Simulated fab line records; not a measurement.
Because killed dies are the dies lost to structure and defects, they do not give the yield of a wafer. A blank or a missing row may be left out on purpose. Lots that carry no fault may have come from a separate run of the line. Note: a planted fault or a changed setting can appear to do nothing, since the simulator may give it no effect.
Matching of chambers + flow nand harc + pecvd-02 running NHARC_A_STAIRCASE_DEP_151: 3 sister chambers
The step deposits SiO2, target thk 3800 nm. 16 wafers are shown with their chamber, then 8 later ones without.

## WAFERS, EACH WITH ITS CHAMBER
| wafer  | chamber | heater power w (W) |
|--------|---------|--------------------|
| L083.1 | 1       | 705                |
| L083.2 | 2       | 829                |
| L083.6 | 2       | 712                |
| L082.1 | 1       | 708                |
| L082.4 | 1       | 571                |
| L082.5 | 0       | 540                |
| L081.3 | 1       | 628                |
| L081.4 | 0       | 558                |
| L081.6 | 1       | 558                |
| L085.2 | 1       | 630                |
| L085.3 | 0       | 701                |
| L085.6 | 0       | 559                |
| L088.2 | 1       | 637                |
| L088.4 | 0       | 548                |
| L088.5 | 1       | 574                |
| L091.4 | 1       | 581                |

SIGNATURES (averages over the wafers above)
| reading        | chamber 0 | chamber 1 | chamber 2 | scatter within a chamber |
|----------------|-----------|-----------|-----------|--------------------------|
| heater power w | 581.20    | 621.33    | 770.50    | 62.2                     |
Rule: a wafer's distance from a chamber is the root of the sum, over the readings, of the square of ((its reading less the chamber's mean) divided by the reading's scatter). If the next closest chamber is less than 2 further off than the closest, the wafer can't be placed; otherwise it belongs to the closest. How the scatter is found: for the shown wafers, subtract from each reading the mean of its chamber, square and add these, divide the total by (wafers less chambers), then take the root.

## WAFERS WITH NO CHAMBER GIVEN
| wafer  | heater power w (W) |
|--------|--------------------|
| L091.5 | 570                |
| L091.6 | 731                |
| L090.3 | 752                |
| L090.5 | 554                |
| L090.6 | 712                |
| L096.1 | 712                |
| L096.2 | 700                |
| L096.4 | 549                |

## CHAMBER TAKEN BY EACH
| wafer  | from the rows above          | in truth |
|--------|------------------------------|----------|
| L091.5 | can't be placed: 0 or 1      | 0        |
| L091.6 | can't be placed: 2 or 1 or 0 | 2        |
| L090.3 | can't be placed: 2 or 1      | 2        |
| L090.5 | can't be placed: 0 or 1      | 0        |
| L090.6 | can't be placed: 2 or 1 or 0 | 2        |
| L096.1 | can't be placed: 2 or 1 or 0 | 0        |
| L096.2 | can't be placed: 2 or 1 or 0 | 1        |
| L096.4 | can't be placed: 0 or 1      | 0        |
Correct placement for 0 of the 8. Not placeable from these rows: 8 (in 8, the candidates include the true chamber). Number placed wrongly: 0.
